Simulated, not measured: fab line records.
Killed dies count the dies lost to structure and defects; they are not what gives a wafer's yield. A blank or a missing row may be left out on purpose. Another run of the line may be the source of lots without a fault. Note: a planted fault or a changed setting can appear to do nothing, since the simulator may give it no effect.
Split-lot study :: flow n5Finfet :: route with 1938 steps; 7 lots, 39 wafers read

ABOUT THE SPLIT
At N5_FIN_SAQP_HM_DEP_72 (deposits SiO2 from SiH4/N2O, target thk 12 nm, time 7.2 s), the setting targetThkA was moved away from the recipe's 120 angstrom on 18 of the 39 wafers read, by -51.9% to +51.8%. The other wafers ran this setting at the recipe's value.

FROM THE SPLIT TO THE READING: what the file shows between them, 4 steps
- N5_FIN_SAQP_COAT_49: time 60 s, resist thk 100 nm
- N5_FIN_SAQP_COAT_50: time 60 s, resist thk 35 nm
- N5_FIN_SAQP_ETCH_52: etches SOC in N2/H2, target depth 100 nm, overetch 20 nm, time 150 s
- N5_FIN_SAQP_STRIP_53: strips in N2/H2

THE READING
etch.depthNm (the simulator's own value, which no gauge read), in nm, at N5_FIN_SAQP_HM_OPEN_73 (chemistry CHF3/O2, target SiO2, stops on a-Si, target depth 12 nm, time 16.8 s). No usual value for it is given in the file. Average 11.970 nm, standard deviation 0.17 nm, over the 21 wafers here run with the recipe.

wafer: L074.2
tool, chamber at the split: pecvd-02, 0
targetThkA as run, angstrom: 120
against the recipe: recipe
etch.depthNm, nm: 11.82
against lot-mates on the recipe: -

wafer: L074.4
tool, chamber at the split: pecvd-02, 0
targetThkA as run, angstrom: 120
against the recipe: recipe
etch.depthNm, nm: 12.01
against lot-mates on the recipe: -

wafer: L074.6
tool, chamber at the split: pecvd-02, 1
targetThkA as run, angstrom: 120
against the recipe: recipe
etch.depthNm, nm: 12.08
against lot-mates on the recipe: -

wafer: L077.1
tool, chamber at the split: pecvd-02, 2
targetThkA as run, angstrom: 144.2
against the recipe: +20.2%
etch.depthNm, nm: 14.29
against lot-mates on the recipe: +2.417

wafer: L077.2
tool, chamber at the split: pecvd-02, 0
targetThkA as run, angstrom: 120
against the recipe: recipe
etch.depthNm, nm: 11.76
against lot-mates on the recipe: -

wafer: L077.3
tool, chamber at the split: pecvd-02, 1,0
targetThkA as run, angstrom: 120
against the recipe: recipe
etch.depthNm, nm: 11.93
against lot-mates on the recipe: -

wafer: L077.5
tool, chamber at the split: pecvd-02, 1,0
targetThkA as run, angstrom: 120
against the recipe: recipe
etch.depthNm, nm: 11.93
against lot-mates on the recipe: -

wafer: L077.4
tool, chamber at the split: pecvd-02, 1
targetThkA as run, angstrom: 144.2
against the recipe: +20.2%
etch.depthNm, nm: 14.37
against lot-mates on the recipe: +2.497

wafer: L077.6
tool, chamber at the split: pecvd-02, 2
targetThkA as run, angstrom: 144.2
against the recipe: +20.2%
etch.depthNm, nm: 14.39
against lot-mates on the recipe: +2.517

wafer: L078.1
tool, chamber at the split: pecvd-03, 1
targetThkA as run, angstrom: 182.2
against the recipe: +51.8%
etch.depthNm, nm: 18.39
against lot-mates on the recipe: +6.273

wafer: L078.2
tool, chamber at the split: pecvd-03, 2
targetThkA as run, angstrom: 120
against the recipe: recipe
etch.depthNm, nm: 11.93
against lot-mates on the recipe: -

wafer: L078.3
tool, chamber at the split: pecvd-03, 0
targetThkA as run, angstrom: 182.2
against the recipe: +51.8%
etch.depthNm, nm: 18.1
against lot-mates on the recipe: +5.983

wafer: L078.4
tool, chamber at the split: pecvd-03, 2
targetThkA as run, angstrom: 120
against the recipe: recipe
etch.depthNm, nm: 12.15
against lot-mates on the recipe: -

wafer: L078.5
tool, chamber at the split: pecvd-03, 0
targetThkA as run, angstrom: 182.2
against the recipe: +51.8%
etch.depthNm, nm: 18.36
against lot-mates on the recipe: +6.243

wafer: L078.6
tool, chamber at the split: pecvd-03, 1
targetThkA as run, angstrom: 120
against the recipe: recipe
etch.depthNm, nm: 12.27
against lot-mates on the recipe: -

wafer: L079.1
tool, chamber at the split: pecvd-03, 1
targetThkA as run, angstrom: 120
against the recipe: recipe
etch.depthNm, nm: 11.89
against lot-mates on the recipe: -

wafer: L079.2
tool, chamber at the split: pecvd-03, 0
targetThkA as run, angstrom: 57.73
against the recipe: -51.9%
etch.depthNm, nm: 5.634
against lot-mates on the recipe: -6.243

wafer: L079.3
tool, chamber at the split: pecvd-03, 2
targetThkA as run, angstrom: 120
against the recipe: recipe
etch.depthNm, nm: 11.63
against lot-mates on the recipe: -

wafer: L079.4
tool, chamber at the split: pecvd-03, 1
targetThkA as run, angstrom: 120
against the recipe: recipe
etch.depthNm, nm: 12.11
against lot-mates on the recipe: -

wafer: L079.5
tool, chamber at the split: pecvd-03, 2
targetThkA as run, angstrom: 57.73
against the recipe: -51.9%
etch.depthNm, nm: 5.435
against lot-mates on the recipe: -6.442

wafer: L079.6
tool, chamber at the split: pecvd-03, 0
targetThkA as run, angstrom: 57.73
against the recipe: -51.9%
etch.depthNm, nm: 5.776
against lot-mates on the recipe: -6.101

wafer: L081.1
tool, chamber at the split: pecvd-02, 2
targetThkA as run, angstrom: 98.97
against the recipe: -17.5%
etch.depthNm, nm: 9.845
against lot-mates on the recipe: -2.225

wafer: L081.2
tool, chamber at the split: pecvd-02, 1
targetThkA as run, angstrom: 120
against the recipe: recipe
etch.depthNm, nm: 11.81
against lot-mates on the recipe: -

wafer: L081.3
tool, chamber at the split: pecvd-02, 0
targetThkA as run, angstrom: 98.97
against the recipe: -17.5%
etch.depthNm, nm: 9.543
against lot-mates on the recipe: -2.527

wafer: L081.4
tool, chamber at the split: pecvd-02, 0
targetThkA as run, angstrom: 98.97
against the recipe: -17.5%
etch.depthNm, nm: 9.88
against lot-mates on the recipe: -2.190

wafer: L081.5
tool, chamber at the split: pecvd-02, 1
targetThkA as run, angstrom: 120
against the recipe: recipe
etch.depthNm, nm: 12.3
against lot-mates on the recipe: -

wafer: L081.6
tool, chamber at the split: pecvd-02, 2
targetThkA as run, angstrom: 120
against the recipe: recipe
etch.depthNm, nm: 12.1
against lot-mates on the recipe: -

wafer: L084.1
tool, chamber at the split: pecvd-01, 0
targetThkA as run, angstrom: 120
against the recipe: recipe
etch.depthNm, nm: 11.83
against lot-mates on the recipe: -

wafer: L084.2
tool, chamber at the split: pecvd-01, 1
targetThkA as run, angstrom: 120
against the recipe: recipe
etch.depthNm, nm: 12
against lot-mates on the recipe: -

wafer: L084.3
tool, chamber at the split: pecvd-01, 2
targetThkA as run, angstrom: 160.3
against the recipe: +33.6%
etch.depthNm, nm: 16.16
against lot-mates on the recipe: +4.153

wafer: L084.4
tool, chamber at the split: pecvd-01, 0
targetThkA as run, angstrom: 160.3
against the recipe: +33.6%
etch.depthNm, nm: 16.18
against lot-mates on the recipe: +4.173

wafer: L084.5
tool, chamber at the split: pecvd-01, 1
targetThkA as run, angstrom: 160.3
against the recipe: +33.6%
etch.depthNm, nm: 16.35
against lot-mates on the recipe: +4.343

wafer: L084.6
tool, chamber at the split: pecvd-01, 2
targetThkA as run, angstrom: 120
against the recipe: recipe
etch.depthNm, nm: 12.19
against lot-mates on the recipe: -

wafer: L090.1
tool, chamber at the split: pecvd-01, 1
targetThkA as run, angstrom: 94.68
against the recipe: -21.1%
etch.depthNm, nm: 9.412
against lot-mates on the recipe: -2.461

wafer: L090.2
tool, chamber at the split: pecvd-01, 0
targetThkA as run, angstrom: 120
against the recipe: recipe
etch.depthNm, nm: 11.72
against lot-mates on the recipe: -

wafer: L090.3
tool, chamber at the split: pecvd-01, 2
targetThkA as run, angstrom: 120
against the recipe: recipe
etch.depthNm, nm: 11.9
against lot-mates on the recipe: -

wafer: L090.4
tool, chamber at the split: pecvd-01, 1
targetThkA as run, angstrom: 120
against the recipe: recipe
etch.depthNm, nm: 12
against lot-mates on the recipe: -

wafer: L090.5
tool, chamber at the split: pecvd-01, 0,2
targetThkA as run, angstrom: 94.68
against the recipe: -21.1%
etch.depthNm, nm: 9.501
against lot-mates on the recipe: -2.372

wafer: L090.6
tool, chamber at the split: pecvd-01, 0,2
targetThkA as run, angstrom: 94.68
against the recipe: -21.1%
etch.depthNm, nm: 9.501
against lot-mates on the recipe: -2.372
If several chambers appear in one row, that row covers several wafers at once and the file leaves open which wafer was in which chamber.

FIT RESULTS
A straight line over all 39 wafers: etch.depthNm changes by +0.123 nm for each +1% of targetThkA; r = +1.00; the points scatter about the line by 0.16 nm.
The same after taking each lot's own level away (the mean of its wafers on the recipe; 39 wafers): +0.121 nm for each +1%; r = +1.00; scatter 0.16 nm.
On that fit, the largest move of targetThkA shifts the reading by 6.3 nm.
The lots' own levels span 11.8733 to 12.1167 nm, that is 1.4 times the standard deviation above.
Hence the lot-to-lot level has little effect on the slope; both slopes agree.
Check: -6.28 nm against its lot-mates is what the line predicts for one of the wafers moved furthest among these (-51.9%) when that wafer is left out of the fit. Against them it came out at -6.24 nm.

THE WHOLE CHAIN: every reading that the file lists as answering this split, in the file's order
step: N5_FIN_SAQP_HM_DEP_72
what it does: deposits SiO2 from SiH4/N2O, target thk 12 nm, time 7.2 s
reading: SiO2_of_FIN_SAQP_HM_DEP_72.thkNm (the simulator's own value, which no gauge read)
change (the file's fit): +0.121 nm for each +1% of the setting
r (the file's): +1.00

step: N5_FIN_SAQP_HM_OPEN_73
what it does: chemistry CHF3/O2, target SiO2, stops on a-Si, target depth 12 nm, time 16.8 s
reading: etch.depthNm (the simulator's own value, which no gauge read)
change (the file's fit): +0.121 nm for each +1% of the setting
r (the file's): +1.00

THE FILE'S OWN FIT
etch.depthNm changes by +0.121 nm for each +1% of targetThkA, r = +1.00.
